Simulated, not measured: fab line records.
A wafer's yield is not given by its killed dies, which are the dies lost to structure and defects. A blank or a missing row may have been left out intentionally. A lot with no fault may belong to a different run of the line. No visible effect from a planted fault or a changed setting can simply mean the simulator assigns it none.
fab line records | flow nand_harc | part 1 of 2: steps 1 to 25 of 33
record lots=5 | wafers=15 | last_day=23
route steps=1159 shown A_CONTACT@882
lots with no fault: from the same line, run without faults
start_h: hours from the record's opening day to when the first of the lot's shown wafers began | wait_h: hours since the lot's step before | " the same as in the row above | L1.1+2: a row that stands for several wafers | - no value, or no start was given | * or withheld: withheld | < > ~ a bound
route shown NAME@n: a module of which the file shows steps, and the number in the route of the first | usual: mean and standard deviation over wafers with no fault | same: alike in all rows | chamber/n: place in a boat | sites: the reading at each site | _std_site: the values' standard deviation | _edge_site: inner sites' mean taken away from outer sites' mean | radius_mm: how far each site lies from the wafer's centre | mask NAME#n: copy n | behind: the tool/chamber that last shaped the wafer | hold: cause of the lot's hold/its duration in hours/its outcome | device: the n, p or np transistor that did not switch | end of line: the tests these same wafers got at the end of their route | a step without rows: its recipe alone | killed: not the wafer's yield, but the dies lost to structure and defects at the first sort | map: per-die view of a wafer (x killed, . not killed, _ where there is no die)
set.NAME: the setting that was run; set.NAME@STEP: the one run at that earlier step | model.NAME: the simulator's own value behind a step, which no gauge read
a table for each step, a row for each wafer; lots at some steps of the route
services: a tool's chamber out of use, with start hour (start_h, from the record's first day; less than 0 if before it), hours out, and reason
## steps
# step NHARC_A_CONTACT_STRIP_55
# recipe o2_flow_sccm=500 | ar_flow_sccm=0 | bias_w=0 | chemistry=O2
# usual drypump_motor_current_A=5.5/0.32 | oes_product_au=1.005/0.012 | rf_vpp_V=57.8/0.84 | showerhead_plenum_p_Torr=3.55/0.14 | throttle_valve_pct=17.036/0.0086
lot.wafer | tool        | chamber | start_h | wait_h | drypump_motor_current_A | oes_product_au | rf_hours_counter_h | rf_vpp_V | showerhead_plenum_p_Torr | throttle_valve_pct
L074.2    | rie_diel-01 | 3       | -       | -      | 5.0                     | 0.991          | 9                  | 57.4     | 3.63                     | 17.034
L074.3    | "           | 2       | "       | "      | 5.7                     | 0.990          | 17                 | 57.9     | 3.59                     | 17.036
L074.5    | "           | 3       | "       | "      | 5.0                     | 0.988          | -                  | 58.3     | 3.63                     | 17.028
L079.4    | rie_diel-11 | 0       | -       | -      | 5.6                     | 1.013          | 6                  | 58.4     | 3.27                     | 17.026
L079.3    | "           | 1       | "       | "      | 5.0                     | 1.020          | 5                  | 57.8     | 3.63                     | 17.051
L079.2    | "           | 2       | "       | "      | 5.8                     | 1.023          | 5                  | 58.5     | 3.69                     | 17.035
L083.2    | rie_diel-01 | 2       | 437.34  | 0.2    | 5.7                     | 0.991          | 42                 | 58.3     | 3.58                     | 17.020
L083.4    | "           | 2       | "       | "      | 5.7                     | 0.981          | -                  | 56.9     | 3.58                     | 17.045
L083.6    | "           | 1       | "       | "      | 5.6                     | 0.987          | -                  | 58.5     | 3.75                     | 17.019
L084.1    | rie_diel-01 | 3       | -       | -      | 5.0                     | 1.008          | 34                 | 58.3     | 3.62                     | 17.030
L084.6    | "           | 3       | "       | "      | 5.0                     | 1.002          | -                  | 56.9     | 3.62                     | 17.035
L084.5    | "           | 0       | "       | "      | 5.5                     | 1.003          | -                  | 57.8     | 3.50                     | 17.029
L091.1    | rie_diel-11 | 1       | -       | -      | 5.0                     | 1.026          | 19                 | 57.6     | 3.63                     | 17.038
L091.2    | "           | 2       | "       | "      | 5.9                     | 1.024          | 16                 | 59.0     | 3.69                     | 17.032
L091.4    | "           | 0       | "       | "      | 5.6                     | 1.016          | 19                 | 57.1     | 3.27                     | 17.032
# step NHARC_A_CONTACT_STRIP_56
# recipe time_s=600 | temp_c=30 | chemistry=post_etch_residue_remover
# usual temp_c=30.00/0.11
lot.wafer | tool         | chamber | start_h | wait_h | temp_c
L074.3    | wet_bench-01 | 7       | 370.25  | -      | 30.05
L074.5    | "            | 0       | "       | "      | 30.00
L074.2    | "            | 4       | "       | "      | 30.01
L079.4    | wet_bench-04 | 1       | 411.14  | -      | 29.99
L079.2    | "            | 2       | "       | "      | 29.98
L079.3    | "            | 3       | "       | "      | 30.12
L083.6    | wet_bench-01 | 4       | 437.81  | 0.1    | 30.00
L083.4    | "            | 6       | "       | "      | 29.89
L083.2    | "            | 7       | "       | "      | 30.10
L084.6    | wet_bench-01 | 3       | 443.70  | -      | 29.84
L084.1    | "            | 6       | "       | "      | 30.04
L084.5    | "            | 7       | "       | "      | 30.01
L091.4    | wet_bench-07 | 3       | 469.51  | -      | 29.87
L091.1    | "            | 6       | "       | "      | 30.13
L091.2    | "            | 7       | "       | "      | 30.05
# step NHARC_A_CONTACT_DEP_57
# recipe target_thk_a=28000 | temp_c=400 | material=aC
# usual throttle_valve_pct=35.002/0.0092
lot.wafer | tool       | chamber | start_h | wait_h | throttle_valve_pct
L074.2    | acl_dep-01 | 0       | 372.42  | -      | 35.009
L074.3    | "          | 0       | "       | "      | 35.010
L074.5    | "          | 0       | "       | "      | 34.985
L079.2    | acl_dep-01 | 0       | 413.24  | -      | 34.990
L079.3    | "          | 0       | "       | "      | 34.992
L079.4    | "          | 0       | "       | "      | 34.993
L083.2    | acl_dep-02 | 0       | 438.48  | -      | 35.008
L083.4    | "          | 0       | "       | "      | 34.993
L083.6    | "          | 0       | "       | "      | 35.001
L084.1    | acl_dep-01 | 0       | 443.95  | -      | 35.021
L084.5    | "          | 0       | 445.10  | -      | 35.015
L084.6    | "          | 0       | "       | "      | 35.010
L091.1    | acl_dep-02 | 0       | 469.78  | -      | 34.982
L091.2    | "          | 0       | "       | "      | 35.007
L091.4    | "          | 0       | "       | "      | 35.011
# step NHARC_A_CONTACT_DEP_58
# recipe target_thk_a=600 | target_thk_nm=60 | temp_c=400 | pressure_torr=3.5 | flow_sccm=200 | rf_w=350 | material=SiON
# usual heater_power_outer_w=437/53 | heater_power_w=713/73
lot.wafer | tool     | chamber | start_h | wait_h | heater_power_outer_w | heater_power_w | since_wet_clean_h
L074.3    | pecvd-04 | 1       | 373.88  | 0.9    | 481                  | 834            | 166
L074.2    | "        | 2       | "       | "      | 419                  | 686            | 166
L074.5    | "        | 0       | "       | "      | 486                  | 759            | -
L079.2    | pecvd-01 | 0       | 414.69  | 1.2    | 509                  | 725            | 164
L079.3    | "        | 0       | "       | "      | 512                  | 727            | -
L079.4    | "        | 1       | "       | "      | 439                  | 784            | -
L083.2    | pecvd-04 | 1       | 439.96  | 1.2    | 507                  | 831            | 51
L083.6    | "        | 1       | "       | "      | 515                  | 840            | -
L083.4    | "        | 2       | "       | "      | 442                  | 702            | -
L084.1    | pecvd-02 | 0       | 445.76  | 1.5    | 338                  | 585            | 99
L084.5    | "        | 1       | "       | "      | 364                  | 597            | -
L084.6    | "        | 0       | "       | "      | 346                  | 592            | -
L091.2    | pecvd-02 | 0       | 471.54  | 1.2    | 395                  | 645            | 125
L091.1    | "        | 2       | "       | "      | 446                  | 759            | 125
L091.4    | "        | 1       | "       | "      | 372                  | 642            | -
# step NHARC_A_CONTACT_DEHYDRATE_59
# recipe temp_c=150 | time_s=120
lot.wafer  | tool           | chamber | start_h | wait_h
L074.2+3+5 | litho_track-01 | 0       | 374.18  | 0.2
L079.2+3+4 | litho_track-01 | 0       | 415.05  | 0.3
L083.2+4+6 | litho_track-01 | 0       | 440.21  | 0.2
L084.1+5+6 | litho_track-06 | 0       | 445.97  | 0.2
L091.1+2+4 | litho_track-04 | 0       | 471.81  | 0.2
# step NHARC_A_CONTACT_HMDS_60
# recipe time_s=30
lot.wafer  | tool           | chamber | start_h | wait_h
L074.2+3+5 | litho_track-01 | 0       | -       | -
L079.2+3+4 | litho_track-01 | 0       | -       | -
L083.2+4+6 | litho_track-01 | 0       | -       | -
L084.1+5+6 | litho_track-06 | 0       | -       | -
L091.1+2+4 | litho_track-04 | 0       | -       | -
# step NHARC_A_CONTACT_COAT_61
# recipe temp_c=260 | time_s=75
lot.wafer  | tool           | chamber | start_h | wait_h
L074.2+3+5 | litho_track-01 | 0       | -       | -
L079.2+3+4 | litho_track-01 | 0       | -       | -
L083.2+4+6 | litho_track-01 | 0       | -       | -
L084.1+5+6 | litho_track-06 | 0       | -       | -
L091.1+2+4 | litho_track-04 | 0       | -       | -
# step NHARC_A_CONTACT_COAT_62
# recipe temp_c=225 | time_s=65
lot.wafer  | tool           | chamber | start_h | wait_h
L074.2+3+5 | litho_track-01 | 0       | -       | -
L079.2+3+4 | litho_track-01 | 0       | -       | -
L083.2+4+6 | litho_track-01 | 0       | -       | -
L084.1+5+6 | litho_track-06 | 0       | -       | -
L091.1+2+4 | litho_track-04 | 0       | -       | -
# step NHARC_A_CONTACT_COAT_63
# recipe spin_rpm=1500 | resist_thk_nm=90
lot.wafer  | tool           | chamber | start_h | wait_h
L074.2+3+5 | litho_track-01 | 0       | -       | -
L079.2+3+4 | litho_track-01 | 0       | -       | -
L083.2+4+6 | litho_track-01 | 0       | -       | -
L084.1+5+6 | litho_track-06 | 0       | -       | -
L091.1+2+4 | litho_track-04 | 0       | -       | -
# step NHARC_A_CONTACT_SOFTBAKE_64
# recipe temp_c=105 | time_s=55
lot.wafer  | tool           | chamber | start_h | wait_h
L074.2+3+5 | litho_track-01 | 0       | -       | -
L079.2+3+4 | litho_track-01 | 0       | -       | -
L083.2+4+6 | litho_track-01 | 0       | -       | -
L084.1+5+6 | litho_track-06 | 0       | -       | -
L091.1+2+4 | litho_track-04 | 0       | -       | -
# step NHARC_A_CONTACT_EBR_65
lot.wafer  | tool           | chamber | start_h | wait_h
L074.2+3+5 | litho_track-01 | 0       | -       | -
L079.2+3+4 | litho_track-01 | 0       | -       | -
L083.2+4+6 | litho_track-01 | 0       | -       | -
L084.1+5+6 | litho_track-06 | 0       | -       | -
L091.1+2+4 | litho_track-04 | 0       | -       | -
# step NHARC_A_CONTACT_EXPOSE_66
# recipe na=1.35 | sigma_outer=0.8 | dose_mj=59.02 | mask_id=A_CC_2
lot.wafer  | tool            | chamber | start_h | wait_h | mask
L074.2+3+5 | arfi_scanner-01 | 0       | 374.49  | -      | A_CC_2#0
L079.2+3+4 | arfi_scanner-01 | 0       | 415.23  | -      | A_CC_2#0
L083.2+4+6 | arfi_scanner-02 | 0       | 440.52  | -      | A_CC_2#0
L084.1+5+6 | arfi_scanner-01 | 0       | 446.28  | -      | A_CC_2#0
L091.1+2+4 | arfi_scanner-01 | 0       | 472.00  | -      | A_CC_2#0
# step NHARC_A_CONTACT_PEB_67
# recipe peb_temp_c=100 | peb_time_s=65
lot.wafer  | tool           | chamber | start_h | wait_h
L074.2+3+5 | litho_track-06 | 0       | 374.55  | 0.1
L079.2+3+4 | litho_track-06 | 0       | 415.29  | 0.1
L083.2+4+6 | litho_track-06 | 0       | 440.58  | 0.1
L084.1+5+6 | litho_track-06 | 0       | 446.34  | 0.1
L091.1+2+4 | litho_track-04 | 0       | 472.06  | 0.1
# step NHARC_A_CONTACT_DEVELOP_68
# recipe develop_time_s=35 | dev_temp_c=23
# same develop_time_s=35
lot.wafer  | tool           | chamber | start_h | wait_h
L074.2+3+5 | litho_track-06 | 0       | -       | -
L079.2+3+4 | litho_track-06 | 0       | -       | -
L083.2+4+6 | litho_track-06 | 0       | -       | -
L084.1+5+6 | litho_track-06 | 0       | -       | -
L091.1+2+4 | litho_track-04 | 0       | -       | -
# step NHARC_A_CONTACT_CD_MEAS_69
# recipe target_cd_nm=200 | landing_energy_ev=500
# usual cd_nm=200.0/0.64
lot.wafer | tool      | chamber | start_h | wait_h | cd_nm
L074.2    | cd_sem-02 | 0       | 374.63  | -      | 200.2
L074.3    | "         | 0       | "       | "      | 200.8
L074.5    | "         | 0       | "       | "      | 201.2
L079.2    | cd_sem-01 | 0       | 415.37  | -      | 200.2
L079.3    | "         | 0       | "       | "      | 199.5
L079.4    | "         | 0       | "       | "      | 199.4
L083.2    | cd_sem-01 | 0       | 440.66  | -      | 200.0
L083.4    | "         | 0       | "       | "      | 200.0
L083.6    | "         | 0       | "       | "      | 199.4
L084.1    | cd_sem-02 | 0       | 446.42  | -      | 199.8
L084.5    | "         | 0       | "       | "      | 200.4
L084.6    | "         | 0       | "       | "      | 200.5
L091.1    | cd_sem-01 | 0       | 472.15  | -      | 199.5
L091.2    | "         | 0       | "       | "      | 199.4
L091.4    | "         | 0       | "       | "      | 199.4
# step NHARC_A_CONTACT_OVL_MEAS_70
# usual overlay_x_nm=0.1/0.75 | overlay_y_nm=0.1/0.72
lot.wafer | tool       | chamber | start_h | wait_h | overlay_x_nm | overlay_y_nm
L074.2    | overlay-02 | -       | 374.71  | -      | 0.4          | 0.7
L074.3    | "          | -       | "       | "      | 0.7          | 0.5
L074.5    | "          | -       | "       | "      | 0.4          | 0.8
L079.2    | overlay-01 | -       | 415.46  | -      | 0.4          | -0.4
L079.3    | "          | -       | "       | "      | 0.3          | -0.2
L079.4    | "          | -       | "       | "      | 0.6          | -0.2
L083.2    | overlay-01 | -       | 440.75  | -      | -0.5         | -1.5
L083.4    | "          | -       | "       | "      | -0.9         | -0.6
L083.6    | "          | -       | "       | "      | -0.5         | -1.3
L084.1    | overlay-02 | -       | 446.51  | -      | 1.2          | 0.2
L084.5    | "          | -       | "       | "      | 1.0          | 0.2
L084.6    | "          | -       | "       | "      | 0.3          | -0.7
L091.1    | overlay-01 | -       | 472.24  | -      | -0.5         | 0.4
L091.2    | "          | -       | "       | "      | -0.6         | -0.4
L091.4    | "          | -       | "       | "      | -0.7         | 0.1
# step NHARC_A_CONTACT_INSPECT_71
# usual raw_defect_count=29/16
lot.wafer | tool              | chamber | start_h | wait_h | raw_defect_count
L074.2    | defect_inspect-02 | -       | 374.75  | 0.0    | 28
L074.3    | "                 | -       | "       | "      | 10
L074.5    | "                 | -       | "       | "      | 26
L079.2    | defect_inspect-01 | -       | 415.49  | 0.0    | 9
L079.3    | "                 | -       | "       | "      | 3
L079.4    | "                 | -       | "       | "      | 10
L083.2    | defect_inspect-02 | -       | 440.79  | 0.0    | 55
L083.4    | "                 | -       | "       | "      | 35
L083.6    | "                 | -       | "       | "      | 40
L084.1    | defect_inspect-01 | -       | 446.54  | 0.0    | 15
L084.5    | "                 | -       | "       | "      | 9
L084.6    | "                 | -       | "       | "      | 15
L091.1    | defect_inspect-01 | -       | 472.27  | 0.0    | 20
L091.2    | "                 | -       | "       | "      | 27
L091.4    | "                 | -       | "       | "      | 29
# step NHARC_A_CONTACT_DESCUM_74
# recipe time_s=3 | o2_flow_sccm=200 | ar_flow_sccm=0 | bias_power_w=0 | chemistry=O2
# usual drypump_motor_current_A=5.53/0.28 | oes_product_au=1.004/0.011 | rf_vpp_V=57.8/0.87 | showerhead_plenum_p_Torr=1.93/0.082 | throttle_valve_pct=11.310/0.0092
lot.wafer | tool        | chamber | start_h | wait_h | drypump_motor_current_A | oes_product_au | rf_hours_counter_h | rf_vpp_V | showerhead_plenum_p_Torr | throttle_valve_pct
L074.3    | rie_diel-01 | 1       | 374.83  | 0.1    | 5.62                    | 1.007          | 19                 | 57.0     | 2.05                     | 11.310
L074.2    | "           | 3       | "       | "      | 5.01                    | 0.995          | 11                 | 56.2     | 1.97                     | 11.303
L074.5    | "           | 1       | "       | "      | 5.62                    | 0.998          | -                  | 58.2     | 2.05                     | 11.309
L079.2    | rie_diel-11 | 0       | 415.55  | 0.1    | 5.62                    | 1.011          | 7                  | 58.2     | 1.76                     | 11.309
L079.3    | "           | 2       | "       | "      | 5.84                    | 1.023          | 5                  | 58.8     | 2.01                     | 11.312
L079.4    | "           | 3       | "       | "      | 5.65                    | 0.998          | 6                  | 57.8     | 1.86                     | 11.298
L083.2    | rie_diel-11 | 1       | 440.85  | 0.1    | 5.05                    | 1.021          | 11                 | 57.8     | 1.97                     | 11.320
L083.6    | "           | 1       | "       | "      | 5.09                    | 1.019          | -                  | 58.8     | 1.97                     | 11.327
L083.4    | "           | 0       | "       | "      | 5.62                    | 1.019          | -                  | 56.8     | 1.76                     | 11.301
L084.1    | rie_diel-11 | 1       | 446.60  | 0.1    | 5.04                    | 1.014          | 13                 | 58.0     | 1.97                     | 11.301
L084.5    | "           | 1       | "       | "      | 5.10                    | 1.020          | -                  | 58.9     | 1.97                     | 11.309
L084.6    | "           | 2       | "       | "      | 5.82                    | 1.015          | -                  | 57.6     | 2.01                     | 11.309
L091.1    | rie_diel-11 | 3       | 472.34  | 0.1    | 5.66                    | 0.996          | 19                 | 58.6     | 1.86                     | 11.295
L091.4    | "           | 0       | "       | "      | 5.63                    | 1.008          | 19                 | 55.7     | 1.76                     | 11.320
L091.2    | "           | 1       | "       | "      | 5.05                    | 1.011          | 19                 | 57.9     | 1.97                     | 11.298
# step NHARC_A_CONTACT_ETCH_75
# recipe target_depth_a=390 | over_etch_frac=0.3 | time_s=65 | ion_energy_ev=80 | cf4_flow_sccm=150 | ar_flow_sccm=0 | rf_w=300 | bias_w=100 | chemistry=CF4
# usual drypump_motor_current_A=5.5/0.31 | oes_product_au=1.004/0.0093 | rf_vpp_V=151.4/1.2 | showerhead_plenum_p_Torr=1.78/0.067 | throttle_valve_pct=13.285/0.0091
lot.wafer | tool        | chamber | start_h | wait_h | drypump_motor_current_A | oes_product_au | rf_hours_counter_h | rf_vpp_V | showerhead_plenum_p_Torr | throttle_valve_pct
L074.3    | rie_diel-01 | 1       | 374.97  | 0.1    | 5.6                     | 1.007          | 19                 | 151.4    | 1.88                     | 13.285
L074.2    | "           | 0       | "       | "      | 5.5                     | 0.999          | 20                 | 150.8    | 1.76                     | 13.285
L074.5    | "           | 1       | "       | "      | 5.6                     | 1.006          | -                  | 154.1    | 1.88                     | 13.284
L079.3    | rie_diel-11 | 1       | 415.64  | 0.1    | 5.0                     | 1.013          | 6                  | 150.6    | 1.82                     | 13.285
L079.2    | "           | 2       | "       | "      | 5.9                     | 1.014          | 5                  | 152.2    | 1.85                     | 13.291
L079.4    | "           | 3       | "       | "      | 5.7                     | 0.995          | 6                  | 150.4    | 1.73                     | 13.279
L083.2    | rie_diel-11 | 0       | 441.02  | 0.2    | 5.6                     | 1.003          | 12                 | 150.2    | 1.64                     | 13.266
L083.4    | "           | 3       | "       | "      | 5.7                     | 0.998          | -                  | 150.3    | 1.72                     | 13.294
L083.6    | "           | 1       | "       | "      | 5.1                     | 1.017          | -                  | 151.8    | 1.82                     | 13.287
L084.1    | rie_diel-11 | 3       | 446.69  | 0.1    | 5.7                     | 1.002          | 13                 | 150.0    | 1.72                     | 13.309
L084.6    | "           | 2       | "       | "      | 5.9                     | 1.014          | -                  | 153.6    | 1.85                     | 13.282
L084.5    | "           | 3       | "       | "      | 5.7                     | 1.005          | -                  | 149.4    | 1.72                     | 13.274
L091.2    | rie_diel-11 | 3       | 472.42  | 0.1    | 5.7                     | 1.011          | 19                 | 149.4    | 1.72                     | 13.277
L091.1    | "           | 1       | "       | "      | 5.1                     | 1.017          | 19                 | 152.4    | 1.82                     | 13.279
L091.4    | "           | 2       | "       | "      | 5.8                     | 1.011          | 16                 | 151.5    | 1.85                     | 13.266
# step NHARC_A_CONTACT_ETCH_76
# recipe target_depth_a=2600 | over_etch_frac=0.3 | time_s=475.3 | ion_energy_ev=200 | n2_flow_sccm=150 | h2_flow_sccm=150 | ar_flow_sccm=0 | rf_w=400 | bias_w=150 | chemistry=N2/H2
# usual drypump_motor_current_A=5.50/0.29 | oes_product_au=1.003/0.0099 | rf_vpp_V=430.9/2.6 | showerhead_plenum_p_Torr=2.05/0.092 | throttle_valve_pct=14.171/0.0078
lot.wafer | tool        | chamber | start_h | wait_h | drypump_motor_current_A | oes_product_au | rf_hours_counter_h | rf_vpp_V | showerhead_plenum_p_Torr | throttle_valve_pct
L074.2    | rie_diel-01 | 1       | -       | -      | 5.60                    | 1.001          | 19                 | 434.2    | 2.19                     | 14.166
L074.3    | "           | 3       | "       | "      | 5.01                    | 0.996          | 11                 | 432.4    | 2.11                     | 14.173
L074.5    | "           | 1       | "       | "      | 5.62                    | 1.010          | -                  | 435.3    | 2.19                     | 14.159
L079.2    | rie_diel-11 | 1       | -       | -      | 5.03                    | 1.024          | 6                  | 432.6    | 2.11                     | 14.171
L079.3    | "           | 2       | "       | "      | 5.86                    | 1.025          | 6                  | 434.3    | 2.14                     | 14.175
L079.4    | "           | 0       | "       | "      | 5.62                    | 1.020          | 7                  | 426.0    | 1.88                     | 14.181
L083.2    | rie_diel-11 | 3       | -       | -      | 5.68                    | 1.004          | 12                 | 427.7    | 1.98                     | 14.175
L083.4    | "           | 3       | "       | "      | 5.66                    | 1.001          | -                  | 429.7    | 1.98                     | 14.167
L083.6    | "           | 1       | "       | "      | 5.06                    | 1.003          | -                  | 433.1    | 2.10                     | 14.171
L084.1    | rie_diel-11 | 3       | -       | -      | 5.64                    | 0.992          | 13                 | 429.2    | 1.98                     | 14.157
L084.5    | "           | 2       | "       | "      | 5.84                    | 1.017          | -                  | 434.0    | 2.14                     | 14.154
L084.6    | "           | 3       | "       | "      | 5.67                    | 1.001          | -                  | 429.3    | 1.98                     | 14.174
L091.4    | rie_diel-11 | 0       | -       | -      | 5.61                    | 1.008          | 20                 | 425.5    | 1.87                     | 14.181
L091.1    | "           | 1       | "       | "      | 5.08                    | 1.002          | 19                 | 431.3    | 2.10                     | 14.184
L091.2    | "           | 2       | "       | "      | 5.85                    | 1.024          | 16                 | 433.2    | 2.14                     | 14.170
# step NHARC_A_CONTACT_ETCH_77
# recipe target_depth_a=726 | time_s=36.3 | cf4_flow_sccm=100 | chf3_flow_sccm=30 | ar_flow_sccm=0 | rf_w=500 | bias_w=200 | chemistry=CF4/CHF3
# usual drypump_motor_current_A=5.5/0.3 | oes_product_au=0.941/0.02 | rf_vpp_V=371.0/2.2 | showerhead_plenum_p_Torr=1.58/0.064 | throttle_valve_pct=16.804/0.009
lot.wafer | tool        | chamber | start_h | wait_h | drypump_motor_current_A | oes_product_au | rf_hours_counter_h | rf_vpp_V | showerhead_plenum_p_Torr | throttle_valve_pct
L074.3    | rie_diel-01 | 3       | -       | -      | 5.0                     | 0.917          | 11                 | 371.5    | 1.62                     | 16.803
L074.2    | "           | 1       | "       | "      | 5.6                     | 0.923          | 19                 | 372.8    | 1.68                     | 16.803
L074.5    | "           | 3       | "       | "      | 5.0                     | 0.919          | -                  | 371.8    | 1.62                     | 16.801
L079.2    | rie_diel-11 | 0       | -       | -      | 5.6                     | 0.937          | 7                  | 367.9    | 1.46                     | 16.823
L079.4    | "           | 2       | "       | "      | 5.8                     | 0.934          | 6                  | 374.2    | 1.65                     | 16.788
L079.3    | "           | 3       | "       | "      | 5.7                     | 0.917          | 6                  | 369.7    | 1.53                     | 16.805
L083.2    | rie_diel-11 | 1       | -       | -      | 5.0                     | 0.944          | 12                 | 371.8    | 1.62                     | 16.804
L083.6    | "           | 1       | "       | "      | 5.0                     | 0.950          | -                  | 372.4    | 1.62                     | 16.789
L083.4    | "           | 3       | "       | "      | 5.7                     | 0.936          | -                  | 370.2    | 1.53                     | 16.797
L084.1    | rie_diel-11 | 2       | -       | -      | 5.8                     | 0.978          | 10                 | 372.8    | 1.65                     | 16.810
L084.6    | "           | 1       | "       | "      | 5.1                     | 0.936          | -                  | 372.7    | 1.62                     | 16.797
L084.5    | "           | 2       | "       | "      | 5.9                     | 0.978          | -                  | 371.4    | 1.65                     | 16.811
L091.2    | rie_diel-11 | 3       | -       | -      | 5.6                     | 0.921          | 19                 | 369.6    | 1.53                     | 16.808
L091.4    | "           | 0       | "       | "      | 5.6                     | 0.933          | 20                 | 365.7    | 1.45                     | 16.804
L091.1    | "           | 2       | "       | "      | 5.8                     | 0.931          | 16                 | 372.8    | 1.65                     | 16.812
# step NHARC_A_CONTACT_ETCH_78
# recipe target_depth_a=28000 | over_etch_frac=0.3 | time_s=728 | ion_energy_ev=150 | o2_flow_sccm=400 | cos_flow_sccm=20 | ar_flow_sccm=0 | rf_w=500 | bias_w=300 | chemistry=O2/COS
# usual cos_flow_sccm=20.00/0.062 | drypump_motor_current_A=5.49/0.3 | oes_product_au=1.003/0.0099 | rf_vpp_V=314.4/2 | showerhead_plenum_p_Torr=3.13/0.13 | throttle_valve_pct=28.330/0.0093
lot.wafer | tool        | chamber | start_h | wait_h | cos_flow_sccm | drypump_motor_current_A | oes_product_au | rf_hours_counter_h | rf_vpp_V | showerhead_plenum_p_Torr | throttle_valve_pct
L074.2    | rie_diel-01 | 3       | -       | -      | 19.99         | 5.01                    | 0.994          | 11                 | 316.3    | 3.22                     | 28.315
L074.3    | "           | 2       | "       | "      | 20.04         | 5.67                    | 0.994          | 19                 | 314.4    | 3.18                     | 28.329
L074.5    | "           | 0       | "       | "      | 20.03         | 5.54                    | 0.994          | -                  | 314.5    | 3.11                     | 28.335
L079.4    | rie_diel-11 | 3       | -       | -      | 19.90         | 5.64                    | 1.001          | 7                  | 314.7    | 3.04                     | 28.329
L079.2    | "           | 0       | "       | "      | 20.02         | 5.60                    | 1.011          | 7                  | 311.5    | 2.89                     | 28.328
L079.3    | "           | 2       | "       | "      | 20.11         | 5.84                    | 1.014          | 6                  | 316.5    | 3.27                     | 28.340
L083.2    | rie_diel-11 | 3       | -       | -      | 20.13         | 5.66                    | 1.001          | 12                 | 313.7    | 3.04                     | 28.310
L083.6    | "           | 0       | "       | "      | 19.98         | 5.59                    | 1.018          | -                  | 311.6    | 2.89                     | 28.319
L083.4    | "           | 1       | "       | "      | 20.00         | 5.01                    | 1.009          | -                  | 315.3    | 3.21                     | 28.346
L084.1    | rie_diel-11 | 2       | -       | -      | 19.96         | 5.86                    | 1.023          | 10                 | 316.4    | 3.27                     | 28.346
L084.5    | "           | 0       | "       | "      | 19.95         | 5.61                    | 1.012          | -                  | 310.6    | 2.89                     | 28.331
L084.6    | "           | 1       | "       | "      | 19.97         | 5.08                    | 1.014          | -                  | 316.4    | 3.21                     | 28.327
L091.2    | rie_diel-11 | 2       | -       | -      | 19.99         | 5.84                    | 1.012          | 17                 | 314.6    | 3.26                     | 28.340
L091.1    | "           | 3       | "       | "      | 19.97         | 5.65                    | 1.005          | 19                 | 313.0    | 3.04                     | 28.328
L091.4    | "           | 1       | "       | "      | 20.08         | 5.05                    | 1.016          | 20                 | 315.7    | 3.21                     | 28.313
# step NHARC_A_CONTACT_ETCH_124
# recipe source_w=withheld | pressure_mtorr=20 | bias_v=withheld | time_s=140 | target_depth_a=7000 | ar_flow_sccm=withheld | c4f8_flow_sccm=withheld | o2_flow_sccm=withheld | chemistry=C4F8/O2/Ar
lot.wafer | tool            | chamber | start_h | wait_h | rf_hours_counter_h
L074.2    | har_cap_etch-01 | 1       | 376.19  | -      | 57
L074.3    | "               | 0       | "       | "      | -
L074.5    | "               | 1       | "       | "      | -
L079.2    | har_cap_etch-02 | 1       | 416.69  | -      | 15
L079.3    | "               | 1       | "       | "      | -
L079.4    | "               | 0       | "       | "      | -
L083.2    | har_cap_etch-01 | 1       | 442.38  | -      | 67
L083.4    | "               | 1       | "       | "      | -
L083.6    | "               | 1       | "       | "      | -
L084.1    | har_cap_etch-02 | 1       | 447.73  | -      | 20
L084.6    | "               | 1       | "       | "      | -
L084.5    | "               | 0       | "       | "      | -
L091.2    | har_cap_etch-03 | 1       | 473.56  | -      | 100
L091.1    | "               | 0       | "       | "      | 100
L091.4    | "               | 1       | "       | "      | -
# step NHARC_A_CONTACT_ETCH_125
# recipe source_w=withheld | pressure_mtorr=20 | bias_v=1200 | time_s=155 | target_depth_a=9560 | ar_flow_sccm=withheld | c4f8_flow_sccm=withheld | o2_flow_sccm=withheld | chemistry=C4F8/O2/Ar
lot.wafer | tool            | chamber | start_h | wait_h | rf_hours_counter_h
L074.2    | har_cap_etch-01 | 1       | 376.38  | 0.2    | 57
L074.3    | "               | 0       | "       | "      | -
L074.5    | "               | 1       | "       | "      | -
L079.2    | har_cap_etch-02 | 1       | 416.89  | 0.2    | 15
L079.3    | "               | 1       | "       | "      | -
L079.4    | "               | 0       | "       | "      | -
L083.2    | har_cap_etch-01 | 1       | 442.58  | 0.2    | 67
L083.4    | "               | 1       | "       | "      | -
L083.6    | "               | 1       | "       | "      | -
L084.1    | har_cap_etch-02 | 1       | 447.93  | 0.2    | 20
L084.6    | "               | 1       | "       | "      | -
L084.5    | "               | 0       | "       | "      | -
L091.2    | har_cap_etch-03 | 1       | 473.76  | 0.2    | 100
L091.1    | "               | 0       | "       | "      | 100
L091.4    | "               | 1       | "       | "      | -
# step NHARC_A_CONTACT_ETCH_126
# recipe source_w=withheld | pressure_mtorr=20 | bias_v=1200 | time_s=155 | target_depth_a=9560 | ar_flow_sccm=withheld | c4f8_flow_sccm=withheld | o2_flow_sccm=withheld | chemistry=C4F8/O2/Ar
lot.wafer | tool            | chamber | start_h | wait_h | rf_hours_counter_h
L074.2    | har_cap_etch-01 | 1       | 376.52  | 0.1    | 57
L074.3    | "               | 0       | "       | "      | -
L074.5    | "               | 1       | "       | "      | -
L079.2    | har_cap_etch-02 | 1       | 417.04  | 0.1    | 15
L079.3    | "               | 1       | "       | "      | -
L079.4    | "               | 0       | "       | "      | -
L083.2    | har_cap_etch-01 | 1       | 442.72  | 0.1    | 67
L083.4    | "               | 1       | "       | "      | -
L083.6    | "               | 1       | "       | "      | -
L084.1    | har_cap_etch-02 | 1       | 448.07  | 0.1    | 20
L084.6    | "               | 1       | "       | "      | -
L084.5    | "               | 0       | "       | "      | -
L091.2    | har_cap_etch-03 | 1       | 473.90  | 0.1    | 100
L091.1    | "               | 0       | "       | "      | 100
L091.4    | "               | 1       | "       | "      | -
